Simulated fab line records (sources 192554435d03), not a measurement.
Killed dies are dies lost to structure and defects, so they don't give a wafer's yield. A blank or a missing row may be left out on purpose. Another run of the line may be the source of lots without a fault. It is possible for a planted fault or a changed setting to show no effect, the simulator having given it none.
The tool behind it: which one?	flow n5-finfet	11 lots with 31 wafers sampled at 2 steps, on a route of 1938 steps

== WHAT THE GAUGES SHOWED, per wafer ==
N5_BEOL_M11_CD_MEAS_28: target cd 70 nm. Usual: cd-nm at 69.0 nm, with a standard deviation of 1.4.
lot	measured	on	cd-nm (nm)	flag
L708	day 10 13:29	cd-sem-02	68.8 67.2 68.5	
L710	day 10 16:38	cd-sem-02	68.3 68.5 68.9	
L709	day 11 04:15	cd-sem-01	70.6 70.4	
L714	day 12 04:52	cd-sem-03	69.5 72.2 71.7	
L718	day 13 05:20	cd-sem-02	70.6 70.6 72.0	
L720	day 13 15:32	cd-sem-02	67.3 67.5 68.7	
L721	day 13 15:55	cd-sem-03	67.0 68.9	
L727	day 15 16:40	cd-sem-03	69.1 67.5 67.1	
L728	day 16 01:55	cd-sem-01	68.4 68.6 68.7	
L730	day 16 14:52	cd-sem-03	71.1 71.4 70.1	
L731	day 16 15:28	cd-sem-01	69.2 67.2 68.2	

== WHAT TOOL EACH LOT RAN ON (gives the tool, then ch and the chambers of the sampled wafers, and finally the start) ==
lot	N5_BEOL_M11_STRIP_19
L708	rie-diel-05 ch 1,2,3, day 10 13:07
L710	rie-diel-04 ch 2,3, day 10 16:17
L709	rie-diel-06 ch 2,3, day 11 03:08
L714	rie-diel-04 ch 0,1,2, day 12 03:08
L718	rie-diel-04 ch 1,2,3, day 13 04:05
L720	rie-diel-04 ch 2,3, day 13 14:58
L721	rie-diel-04 ch 0,1, day 13 15:23
L727	rie-diel-05 ch 0,2,3, day 15 14:42
L728	rie-diel-04 ch 1,3, day 15 23:52
L730	rie-diel-05 ch 0,1, day 16 14:23
L731	rie-diel-05 ch 2,3, day 16 14:59
- N5_BEOL_M11_STRIP_19: strips in O2.

== WHAT THE TOOLS THEMSELVES READ (means of the sampled wafers that have a number; where no wafer has one, the mark that the record gives instead) ==
N5_BEOL_M11_STRIP_19. Usual: chamber-pressure-mTorr 30.00 mTorr, standard deviation 0.035; drypump-motor-current-A 5.4 A, standard deviation 0.42; oes-product-au 0.81 a.u., standard deviation 0.083; rf-vpp-V 3.7 V, standard deviation 0.59; showerhead-plenum-p-Torr 2.08 Torr, standard deviation 0.057; throttle-valve-pct 16.71 %, standard deviation 0.29.
lot	tool	chamber-pressure-mTorr (mTorr)	drypump-motor-current-A (A)	oes-product-au (a.u.)	rf-vpp-V (V)	showerhead-plenum-p-Torr (Torr)	throttle-valve-pct (%)	flag
L708	rie-diel-05	29.99	5.8	0.77	3.4	2.13	16.68	
L710	rie-diel-04	29.98	4.9	0.92	3.5	2.09	16.43	
L709	rie-diel-06	29.99	5.2	0.80	3.3	2.00	16.52	
L714	rie-diel-04	30.02	5.4	0.81	3.5	2.09	16.88	
L718	rie-diel-04	29.99	5.1	0.81	3.2	2.09	16.72	
L720	rie-diel-04	29.99	5.1	0.86	3.7	2.11	16.60	
L721	rie-diel-04	29.98	5.5	0.78	3.9	2.06	16.98	
L727	rie-diel-05	30.00	5.6	0.82	3.5	2.08	16.63	
L728	rie-diel-04	30.01	5.2	0.74	3.5	2.06	16.88	
L730	rie-diel-05	30.02	5.6	0.75	3.7	2.07	16.87	
L731	rie-diel-05	30.00	5.7	0.88	4.1	2.11	16.40	

== THE ANSWER, worked out from the rows above alone ==
Rule: a lot counts as off when the mean over its wafers that have a number is more than 3 standard deviations away from the usual mean. A lot without any number at a reading at which 4 lots or more have one is off too. The other lots that the step has rows for count as sound. First the gauges in route order, then the tools' own readings, where a lot's mean is used as printed above. The first step at which some lot is off is used, and at that step the reading that is off furthest; a lot without a number counts as furthest.
Nothing can be told from this: no lot is off at any reading shown.

== WHAT HAD BEEN PUT IN BY THE SIMULATOR ==
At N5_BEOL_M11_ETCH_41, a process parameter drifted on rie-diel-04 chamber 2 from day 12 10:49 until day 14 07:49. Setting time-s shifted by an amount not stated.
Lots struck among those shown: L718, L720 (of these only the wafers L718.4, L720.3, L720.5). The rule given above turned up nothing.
